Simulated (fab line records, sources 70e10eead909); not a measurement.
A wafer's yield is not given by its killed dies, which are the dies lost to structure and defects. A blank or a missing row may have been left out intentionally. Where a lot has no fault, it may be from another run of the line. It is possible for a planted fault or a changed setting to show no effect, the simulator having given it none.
The tool behind it: which one? :: flow nand-harc :: 72 wafers sampled from 24 lots at 1 step of a route of 1159

WHAT THE GAUGES READ, wafer by wafer
NHARC_P_M0_INSPECT_11. Usual: 3.5 for raw-defect-count, sd 2.3.
lot: L074
measured: day 5 20:34
on: defect-inspect-02
raw-defect-count: 3 2 2
flag: 

lot: L075
measured: day 5 22:23
on: defect-inspect-01
raw-defect-count: 3 3 5
flag: 

lot: L076
measured: day 6 09:52
on: defect-inspect-01
raw-defect-count: 4 3 5
flag: 

lot: L077
measured: day 6 12:41
on: defect-inspect-02
raw-defect-count: 3 3 1
flag: 

lot: L078
measured: day 6 23:37
on: defect-inspect-02
raw-defect-count: 3 4 2
flag: 

lot: L079
measured: day 7 00:01
on: defect-inspect-01
raw-defect-count: 5 2 4
flag: 

lot: L081
measured: day 7 07:14
on: defect-inspect-01
raw-defect-count: 4 3 5
flag: 

lot: L080
measured: day 7 07:58
on: defect-inspect-01
raw-defect-count: 3 1 2
flag: 

lot: L083
measured: day 8 00:24
on: defect-inspect-02
raw-defect-count: 1 3 3
flag: 

lot: L082
measured: day 8 03:04
on: defect-inspect-02
raw-defect-count: 10 7 7
flag: 

lot: L084
measured: day 8 11:03
on: defect-inspect-01
raw-defect-count: 7 7 12
flag: 

lot: L085
measured: day 9 01:45
on: defect-inspect-01
raw-defect-count: 0 3 6
flag: 

lot: L086
measured: day 9 02:52
on: defect-inspect-01
raw-defect-count: 1 5 0
flag: 

lot: L087
measured: day 9 07:24
on: defect-inspect-01
raw-defect-count: 4 4 5
flag: 

lot: L088
measured: day 9 09:34
on: defect-inspect-01
raw-defect-count: 3 8 6
flag: 

lot: L090
measured: day 10 00:59
on: defect-inspect-02
raw-defect-count: 2 1 6
flag: 

lot: L089
measured: day 10 01:08
on: defect-inspect-02
raw-defect-count: 4 3 3
flag: 

lot: L092
measured: day 10 04:43
on: defect-inspect-02
raw-defect-count: 7 4 4
flag: 

lot: L091
measured: day 10 05:40
on: defect-inspect-01
raw-defect-count: 1 5 3
flag: 

lot: L093
measured: day 10 11:03
on: defect-inspect-02
raw-defect-count: 2 2 9
flag: 

lot: L094
measured: day 10 18:07
on: defect-inspect-01
raw-defect-count: 3 0 2
flag: 

lot: L095
measured: day 11 00:34
on: defect-inspect-02
raw-defect-count: 1 2 7
flag: 

lot: L096
measured: day 11 01:59
on: defect-inspect-02
raw-defect-count: 3 5 1
flag: 

lot: L097
measured: day 11 14:38
on: defect-inspect-02
raw-defect-count: 0 1 2
flag: 

WHICH TOOL RAN EACH LOT (tool, then ch and the chambers of the sampled wafers, then the start)
Before these readings, the record contains no process step.

WHAT THE TOOLS THEMSELVES READ (means of the sampled wafers that have a number; where no wafer has one, the mark that the record gives instead)
The record holds no such reading with a usual standard deviation.

THE ANSWER, worked out from the rows above alone
Rule: a lot counts as off when the mean over its wafers that have a number is more than 3 standard deviations away from the usual mean. Also off: a lot with no number at a reading for which 4 or more lots have one. All remaining lots with rows at the step are treated as sound. The gauges are gone through in route order, then the tools' own readings, and for those a lot's mean is taken as printed above. The first step at which some lot is off is used, and at that step the reading that is off furthest; a lot without a number counts as furthest.
No lot is off at any reading shown: from this, nothing can be told.

WHAT WAS PUT IN BY THE SIMULATOR
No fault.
